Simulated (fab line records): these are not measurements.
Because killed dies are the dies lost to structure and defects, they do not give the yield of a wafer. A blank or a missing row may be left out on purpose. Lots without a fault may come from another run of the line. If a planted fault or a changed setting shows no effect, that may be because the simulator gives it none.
A lot that was struck, set against a sound lot | flow nand_harc | 14 steps out of a route of 1302
Sound: wafers L860.2, L860.4, L860.5. Struck: wafer L869.1. (L869.3, L869.4 of the same lot were not struck and are left out.) The cause comes at the end.
Each step with rows lists, per side, the tool, then ch with its chambers, then its first start. Under that, the readings that differ: sound wafers | struck wafers | difference of the means | sigmas: that difference in standard deviations of wafers without a fault.
alike: same words and numbers on both sides, and readings whose means sit less than 2 such deviations apart. not compared: any withheld reading, any reading some wafer has no value for, any bound like >300 that may hide the same value, and any number with overlapping values for which the record gives no deviation.
Wherever a step has rows on one side only, a row that says differs or no value, or a row with sigmas, the two part there. When numbers do not overlap yet have no deviation, they are printed without sigmas and do not part them. Lack of a reading on every wafer of one side parts them only where that side has two or more wafers.

first, 2 steps without rows for these wafers: NHARC_A_SOURCE_PLATE_CVD_03 (deposits poly-Si, target thk 200 nm, time 4000 s); NHARC_A_SOURCE_PLATE_ANNEAL_05 (time 1800 s).
NHARC_A_SOURCE_PLATE_THK_MEAS_06: measures by ellipsometry.
  sound: film_metro-02 at day 10 18:37; struck: film_metro-01 at day 14 16:01
  alike: thk_nm
NHARC_A_SOURCE_PLATE_INSPECT_08:
  sound: defect_inspect-02 at day 10 18:41; struck: defect_inspect-01 at day 14 16:05
  alike: raw_defect_count
then NHARC_A_ONON_D1_DEP_00 (target thk 1000 nm), 1 step lacking rows for these wafers.
NHARC_A_ONON_D1_THK_MEAS_02: measures by ellipsometry.
  sound: film_metro-02 at day 10 19:15; struck: film_metro-02 at day 14 16:39
  alike: thk_nm
then NHARC_A_ONON_D1_DEP_03 (target thk 1000 nm), 1 step lacking rows for these wafers.
NHARC_A_ONON_D1_THK_MEAS_05: measures by ellipsometry.
  sound: film_metro-02 at day 10 19:49; struck: film_metro-01 at day 14 17:14
  alike: thk_nm
then NHARC_A_ONON_D1_DEP_06 (target thk 1000 nm), 1 step lacking rows for these wafers.
NHARC_A_ONON_D1_THK_MEAS_08: measures by ellipsometry.
  sound: film_metro-01 at day 10 20:25; struck: film_metro-02 at day 14 17:48
  reading     | sound       | struck | difference | sigmas
  thk_nm (nm) | 984 985 982 | 1007   | +23        | +2
NHARC_A_ONON_D1_DEP_09: target thk 1000 nm.
  sound on pecvd_onon-02 ch 0, day 10 20:31; struck on pecvd_onon-03 ch 0, day 14 17:52
NHARC_A_ONON_D1_THK_MEAS_11: measures by ellipsometry.
  sound: film_metro-01 at day 10 20:58; struck: film_metro-01 at day 14 18:22
  reading     | sound       | struck | difference | sigmas
  thk_nm (nm) | 976 975 975 | 1614   | +639       | +58
then NHARC_A_ONON_D1_DEP_12 (target thk 1000 nm), 1 step lacking rows for these wafers.
-- the record jumps here: 16 days lie between the struck wafers' starts before and after (it left off in module A_ONON_D1 and takes up again in module END, whose first step shown is number 1302 of the route) --
NHARC_END_SORT_01:
  sound on prober-02 ch 0, day 27 20:56; struck on prober-02 ch 0, day 31 03:28
  reading         | sound    | struck | difference | sigmas
  killed_at_array | 64 54 58 | 676    | +617       | +41
  killed_dies     | 70 59 66 | 677    | +612       | +41
  alike: killed_at_other, killed_at_periphery, killed_open, killed_short

## WHERE THEY PART
Earliest at NHARC_A_ONON_D1_THK_MEAS_08; latest, in this record, at NHARC_END_SORT_01.

WHY: what the simulator had put in
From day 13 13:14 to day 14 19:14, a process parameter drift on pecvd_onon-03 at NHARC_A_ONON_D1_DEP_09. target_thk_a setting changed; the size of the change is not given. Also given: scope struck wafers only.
